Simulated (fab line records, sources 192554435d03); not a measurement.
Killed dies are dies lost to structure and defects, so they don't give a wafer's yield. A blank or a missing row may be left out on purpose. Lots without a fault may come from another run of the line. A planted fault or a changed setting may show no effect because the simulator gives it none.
Chamber matching | flow n5_finfet | N5_BEOL_M7_PECVD_70 on pecvd-01: 3 sister chambers
The step deposits SiO2 from TEOS/O2, target thk 20 nm, time 22.7 s. 6 wafers are shown with their chamber, then 8 later ones without.

WAFERS WITH THEIR CHAMBER
wafer  | chamber | throttle_valve_pct (%) | showerhead_plenum_p_Torr (Torr)
L081.3 | 0       | 24.0                   | 8.84
L083.4 | 1       | 22.9                   | 8.78
L083.5 | 0       | 23.9                   | 8.85
L085.4 | 1       | 22.6                   | 8.77
L085.6 | 2       | 21.3                   | 8.85
L088.1 | 2       | 21.6                   | 8.85

WAFERS WITHOUT THEIR CHAMBER
wafer  | throttle_valve_pct (%) | showerhead_plenum_p_Torr (Torr)
L088.3 | 22.9                   | 8.79
L088.5 | 24.0                   | 8.85
L094.1 | 23.1                   | 8.76
L094.4 | 22.7                   | 8.78
L094.6 | 23.7                   | 8.85
L097.2 | 21.5                   | 8.84
L097.5 | 24.1                   | 8.85
L097.6 | 21.7                   | 8.81

WHICH CHAMBER EACH WENT THROUGH
wafer  | from the rows above     | in truth
L088.3 | 1                       | 1
L088.5 | 0                       | 0
L094.1 | 1                       | 1
L094.4 | 1                       | 1
L094.6 | 0                       | 0
L097.2 | 2                       | 2
L097.5 | 0                       | 0
L097.6 | can't be placed: 2 or 1 | 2
Placed correctly: 7 of 8. Can't be placed from these rows: 1 (the true chamber is among the candidates in 1). Placed wrongly: 0.
How it was worked out, from the rows above alone: a wafer's distance from a chamber is the root of the sum, over the readings, of the square of ((its reading less the chamber's mean) divided by the reading's scatter). The wafer belongs to the nearest chamber; if the next one is less than 2 further off, it can't be placed. A chamber's mean is the mean of its shown wafers. The scatter: the root of (the sum of the squares of (reading less its chamber's mean) over the shown wafers, divided by (wafers less chambers)).
